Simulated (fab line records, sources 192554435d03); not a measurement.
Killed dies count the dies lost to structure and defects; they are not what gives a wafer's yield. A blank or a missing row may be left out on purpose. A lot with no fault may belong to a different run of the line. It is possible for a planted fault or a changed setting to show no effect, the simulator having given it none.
Chamber matching :: flow n5-finfet :: N5_BEOL_M5_PRE_CLEAN_77 on cvd-co-02: 3 sister chambers
The step time 15 s. 3 wafers are shown with their chamber, then 12 later ones without.

== WAFERS, EACH WITH ITS CHAMBER ==
wafer: L090.1
chamber: 2
heater-power-w (W): 72

wafer: L090.2
chamber: 0
heater-power-w (W): 69

wafer: L090.3
chamber: 1
heater-power-w (W): 76

== WAFERS MISSING THEIR CHAMBER ==
wafer: L090.4
heater-power-w (W): 75

wafer: L090.5
heater-power-w (W): 75

wafer: L090.6
heater-power-w (W): 68

wafer: L094.3
heater-power-w (W): 75

wafer: L094.4
heater-power-w (W): 65

wafer: L094.5
heater-power-w (W): 73

wafer: L096.2
heater-power-w (W): 77

wafer: L096.3
heater-power-w (W): 67

wafer: L096.4
heater-power-w (W): 74

wafer: L097.1
heater-power-w (W): 66

wafer: L097.3
heater-power-w (W): 79

wafer: L097.6
heater-power-w (W): 78

== EACH ONE'S CHAMBER ==
wafer: L090.4
from the rows above: can't be placed: 1 or 2
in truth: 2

wafer: L090.5
from the rows above: can't be placed: 1 or 2
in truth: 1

wafer: L090.6
from the rows above: can't be placed: 0 or 2
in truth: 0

wafer: L094.3
from the rows above: can't be placed: 1 or 2
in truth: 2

wafer: L094.4
from the rows above: can't be placed: 0 or 2
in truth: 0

wafer: L094.5
from the rows above: can't be placed: 2 or 1 or 0
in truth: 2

wafer: L096.2
from the rows above: can't be placed: 1 or 2
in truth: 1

wafer: L096.3
from the rows above: can't be placed: 0 or 2
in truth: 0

wafer: L096.4
from the rows above: can't be placed: 1 or 2 or 0
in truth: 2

wafer: L097.1
from the rows above: can't be placed: 0 or 2
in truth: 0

wafer: L097.3
from the rows above: can't be placed: 1 or 2
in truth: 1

wafer: L097.6
from the rows above: can't be placed: 1 or 2
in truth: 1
0 of 12 placed correctly. These rows do not allow placing 12 (true chamber among the candidates in 12). Number placed wrongly: 0.
How it was worked out, from the rows above alone: a wafer's distance from a chamber is the root of the sum, over the readings, of the square of ((its reading less the chamber's mean) divided by the reading's scatter). If the next closest chamber is less than 2 further off than the closest, the wafer can't be placed; otherwise it belongs to the closest. The mean given for a chamber averages the wafers shown for that chamber. The scatter: with one shown wafer a chamber, the root of the mean of the squares of how far each hidden wafer lies from its nearest shown one.
